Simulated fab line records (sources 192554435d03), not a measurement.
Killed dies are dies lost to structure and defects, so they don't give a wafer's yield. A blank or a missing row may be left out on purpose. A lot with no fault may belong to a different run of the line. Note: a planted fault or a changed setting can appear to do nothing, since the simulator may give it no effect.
Struck lot and sound lot, side by side :: flow n5 finfet :: 25 steps out of a route of 1938
Sound: these wafers, L159.1, L159.2, L159.6. Struck: wafers L160.1, L160.3, L160.5. The cause is named last.
At each step with rows: each side's tool, then ch and its chambers, then its first start. Under that, the readings that differ: sound wafers :: struck wafers :: difference of the means :: sigmas: that difference in standard deviations of wafers without a fault.
alike: words and numbers the same on both sides, and readings whose means are apart by under 2 such deviations; not compared: readings that were withheld, readings missing a value for some wafer, numbers with overlapping values and no deviation given by the record, and bounds like >300 which may hide the same value.
Wherever a step has rows on one side only, a row that says differs or no value, or a row with sigmas, the two part there. Numbers that don't overlap but have no deviation are shown without sigmas and don't part them. A reading missing from all wafers of one side parts the sides only when that side holds two or more wafers.

first, 2 steps without rows for these wafers: N5_BEOL_M0_SAQP_PECVD_00 (deposits SiCN from 3MS/NH3, target thk 8 nm, time 14 s); N5_BEOL_M0_SAQP_ILD_DEP_01 (deposits SiOC from DEMS/O2, target thk 45.419 nm, time 8.7 s).
N5_BEOL_M0_SAQP_HM_DEP_02: deposits TiN, target thk 12 nm.
  struck on pvd sputter-02, day 8 17:22; sound on pvd sputter-02, day 8 11:14
  alike: throttle valve pct
N5_BEOL_M0_SAQP_PECVD_03: deposits SiCN from 3MS/NH3, target thk 12 nm, time 21.1 s.
  sound on pecvd-01 ch 0,1, day 8 11:22; struck on pecvd-03 ch 1,2, day 8 17:29
  alike: rf fwd power W, showerhead plenum p Torr, throttle valve pct
N5_BEOL_M0_SAQP_PECVD_96: deposits a-Si from SiH4/He, target thk 45 nm, time 45.2 s.
  sound on pecvd-01 ch 0,1, day 8 11:23; struck on pecvd-03 ch 1,2, day 8 17:31
  alike: heater power w, rf fwd power W, showerhead plenum p Torr, throttle valve pct
N5_BEOL_M0_SAQP_PECVD_97: deposits SiNx from SiH4/NH3/N2, target thk 23 nm, time 19.9 s.
  sound on pecvd-01 ch 0,1, day 8 11:26; struck on pecvd-03 ch 1,2, day 8 17:34
  alike: heater power w, rf fwd power W, showerhead plenum p Torr, throttle valve pct
then, 1 step without rows for these wafers: N5_BEOL_M0_SAQP_PECVD_04 (deposits a-Si from SiH4/He, target thk 60 nm, time 60.2 s).
N5_BEOL_M0_SAQP_THK_MEAS_05:
  struck on film metro-01, day 8 17:42; sound on film metro-02, day 8 11:34
  alike: thk nm
then, 3 steps without rows for these wafers: N5_BEOL_M0_SAQP_HM_DEP_111 (deposits SiO2 from SiH4/N2O, target thk 12 nm, time 7.2 s); N5_BEOL_M0_SAQP_COAT_81 (time 60 s, resist thk 100 nm); N5_BEOL_M0_SAQP_COAT_82 (time 60 s, resist thk 30 nm).
N5_BEOL_M0_SAQP_COAT_08: resist thk 90 nm.
  sound on litho track-04 ch 0, day 8 11:41; struck on litho track-03 ch 0, day 8 17:49
reading: spin speed rpm (rpm)
sound: 1500.2 1500.7 1500.3
struck: 1802.6 1802.3 1802.8
difference: +302.2
sigmas: +99 or more

reading: model.CAR-ArF_of_BEOL_M0_SAQP_COAT_08.thk nm (nm)
sound: 90 89.8 90
struck: 81.8 82 81.8
difference: -8.1
sigmas: 
then, 5 steps without rows for these wafers: N5_BEOL_M0_SAQP_EBR_10; N5_BEOL_M0_SAQP_SOFTBAKE_09 (time 60 s); N5_BEOL_M0_SAQP_EXPOSE_11 (exposes mask M0 CORE, target cd 42 nm); N5_BEOL_M0_SAQP_PEB_12 (peb time 60 s); N5_BEOL_M0_SAQP_DEVELOP_13 (develop time 30 s).
N5_BEOL_M0_SAQP_CD_MEAS_14: the cd target is 42.5 nm.
  sound on cd sem-03 ch 0, day 8 12:03; struck on cd sem-02 ch 0, day 8 18:11
  alike: cd nm
N5_BEOL_M0_SAQP_OVL_MEAS_15:
  sound on overlay-01 ch 0, day 8 12:05; struck on overlay-02 ch 0, day 8 18:13
reading: M0_CORE_OVL (nm)
sound: 0.1 0.5 0.2
struck: -1.3 -1.5 -2.0
difference: -1.9
sigmas: -2
N5_BEOL_M0_SAQP_INSPECT_16: inspects for defects (brightfield).
  struck on defect inspect-02, day 8 18:14; sound on defect inspect-01, day 8 12:07
  alike: raw defect count
N5_BEOL_M0_SAQP_DESCUM_19: chemistry O2, time 7.9 s.
  sound on rie diel-02 ch 1,2, day 8 12:08; struck on rie diel-06 ch 0,2,3, day 8 18:18
  alike: drypump motor current A, oes product au, rf fwd power W, rf vpp V, showerhead plenum p Torr, throttle valve pct
  not compared: rf hours counter h
N5_BEOL_M0_SAQP_ETCH_83: etches SiARC in CF4, target depth 39 nm, time 65 s.
  sound on rie diel-02 ch 1,2, day 8 12:11; struck on rie diel-06 ch 0,2,3, day 8 18:20
reading: etch rf on time s (s)
sound: 64.3 63.7 64.1
struck: 65.9 66.2 66.5
difference: +2.2
sigmas: +2

reading: model.CAR-ArF_of_BEOL_M0_SAQP_COAT_08.thk nm (nm)
sound: 55.8 55.2 55.6
struck: 47.2 47.4 47.4
difference: -8.2
sigmas: 
  alike: drypump motor current A, oes product au, rf fwd power W, rf vpp V, showerhead plenum p Torr, throttle valve pct
  not compared: rf hours counter h
then, 1 step without rows for these wafers: N5_BEOL_M0_SAQP_ETCH_84 (etches SOC in N2/H2, target depth 100 nm, overetch 20 nm, time 150 s).
-- a jump in the record: the struck wafers' starts before and after are 5 days apart (it breaks off in module BEOL_M0_SAQP and resumes in module BEOL_M4, where the first step shown is number 1111 of the route) --
N5_BEOL_M4_RC_MEAS_101:
  sound on prober-01 ch 0, day 14 01:14; struck on prober-02 ch 0, day 13 18:40
  alike: DIBL_N, DIBL_P, IOFF_N, IOFF_P, ION_N, ION_P, SS_N, SS_P, VT_N, VT_P
-- a jump in the record: the struck wafers' starts before and after are 4 days apart (it breaks off in module BEOL_M4 and resumes in module PASSIVATION, where the first step shown is number 1936 of the route) --
N5_PASSIVATION_PROBE_49:
  rows exist in the record for the struck wafers here (prober-01, day 18 06:34), but not for the sound ones

== WHERE THEY PART ==
Earliest at N5_BEOL_M0_SAQP_COAT_08; latest, in this record, at N5_PASSIVATION_PROBE_49.

WHY: whatever the simulator had introduced
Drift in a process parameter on litho track-03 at N5_BEOL_M0_SAQP_COAT_08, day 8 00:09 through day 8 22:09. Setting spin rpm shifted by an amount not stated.
